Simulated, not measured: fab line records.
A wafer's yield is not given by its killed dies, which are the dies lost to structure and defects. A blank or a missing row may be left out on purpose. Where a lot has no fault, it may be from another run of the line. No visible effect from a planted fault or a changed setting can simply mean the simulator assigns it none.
Split-lot experiment    flow n5-finfet    21 wafers read across 7 lots, on a route 1938 steps long

== SPLIT DETAILS ==
At N5_BEOL_M2_ILD_DEP_00 (deposits SiOC from DEMS/O2, target thk 79 nm, time 15.3 s), the setting time-s was moved away from the recipe's 15.3 s on 6 of the 21 wafers read, by -10.9% to -4.7%. The other wafers ran this setting at the recipe's value.

Split to reading: the file shows no intervening step.

== THE READING ==
M2_ILD_THK (nm), taken at N5_BEOL_M2_THK_MEAS_01. Typical for fault-free wafers on this fab line: 78.5 nm, with standard deviation 1.3 nm.

wafer   tool, chamber at the split  time-s as run, s  against the recipe  M2_ILD_THK, nm  against lot-mates on the recipe
L076.2  pecvd-01, 0                 14.12             -7.7%               72.8            -7.0
L076.5  pecvd-01, 0                 15.3              recipe              79.8            -
L076.6  pecvd-01, 1                 14.12             -7.7%               73.2            -6.6
L077.1  pecvd-01, 1                 14.23             -7.0%               73.1            -5.1
L077.3  pecvd-01, 0                 15.3              recipe              77.6            -
L077.5  pecvd-01, 0                 15.3              recipe              78.8            -
L083.3  pecvd-02, 0,1               15.3              recipe              78.3            -
L083.5  pecvd-02, 0,1               15.3              recipe              78.3            -
L083.6  pecvd-02, 2                 14.58             -4.7%               75.5            -2.8
L084.2  pecvd-04, 0                 15.3              recipe              78.1            -
L084.5  pecvd-04, 0                 15.3              recipe              79.8            -
L084.6  pecvd-04, 2                 15.3              recipe              80.5            -
L088.4  pecvd-02, 0                 15.3              recipe              79.4            -
L088.5  pecvd-02, 0                 13.63             -10.9%              70.6            -8.2
L088.6  pecvd-02, 1                 15.3              recipe              78.2            -
L095.2  pecvd-01, 0                 15.3              recipe              78.9            -
L095.5  pecvd-01, 1                 13.76             -10.1%              73.2            -6.2
L095.6  pecvd-01, 0                 15.3              recipe              80.0            -
L097.3  pecvd-02, 0                 15.3              recipe              77.3            -
L097.4  pecvd-02, 1                 15.3              recipe              78.3            -
L097.5  pecvd-02, 0                 15.3              recipe              79.3            -
Rows listing several chambers each stand for several wafers; the file does not say which wafer went through which chamber.

FIT RESULTS
A straight line over all 21 wafers: M2_ILD_THK changes by +0.71 nm for each +1% of time-s; r = +0.95; the points scatter about the line by 0.91 nm.
The same after taking each lot's own level away (the mean of its wafers on the recipe; 21 wafers): +0.745 nm for each +1%; r = +0.97; scatter 0.78 nm.
According to that fit, moving time-s by its largest amount changes the reading by 8.1 nm.
Measured against the standard deviation above, the lots' own levels, which go from 78.20 to 79.80 nm, span 1.2 times it.
The two slopes agree, so the slope changes little with the lot-to-lot level.
Check: with one of the wafers moved furthest among these (-10.9%) left out of the fit, the line predicts -8.11 nm for it against its lot-mates. Against them it came out at -8.2 nm.

== THE OTHER SPLITS THESE WAFERS WENT THROUGH ==
Before the reading, these wafers also passed through other splits. Each is held against what the fit with the lots' levels taken away leaves over:
other split on the same wafers             wafers away from the commonest value  r with M2_ILD_THK (lot level and that fit taken away)
N5_BEOL_M0_TRENCH_ETCH_107 target-depth-a  7                                     -0.14
N5_BEOL_M1_ETCH_64 source-w                5                                     +0.44

== THE WHOLE CHAIN: every reading that the file lists as answering this split, in the file's order ==
step                    what it does                                               reading                                                                             change (the file's fit)                r (the file's)
N5_BEOL_M2_ILD_DEP_00   deposits SiOC from DEMS/O2, target thk 79 nm, time 15.3 s  SiOC_of_BEOL_M2_ILD_DEP_00.thk-nm (the simulator's own value, which no gauge read)  +0.719 nm for each +1% of the setting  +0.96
N5_BEOL_M2_THK_MEAS_01                                                             M2_ILD_THK                                                                          +0.722 for each +1% of the setting     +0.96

== FILE'S OWN FIT ==
M2_ILD_THK changes by +0.722 nm for each +1% of time-s, r = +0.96.
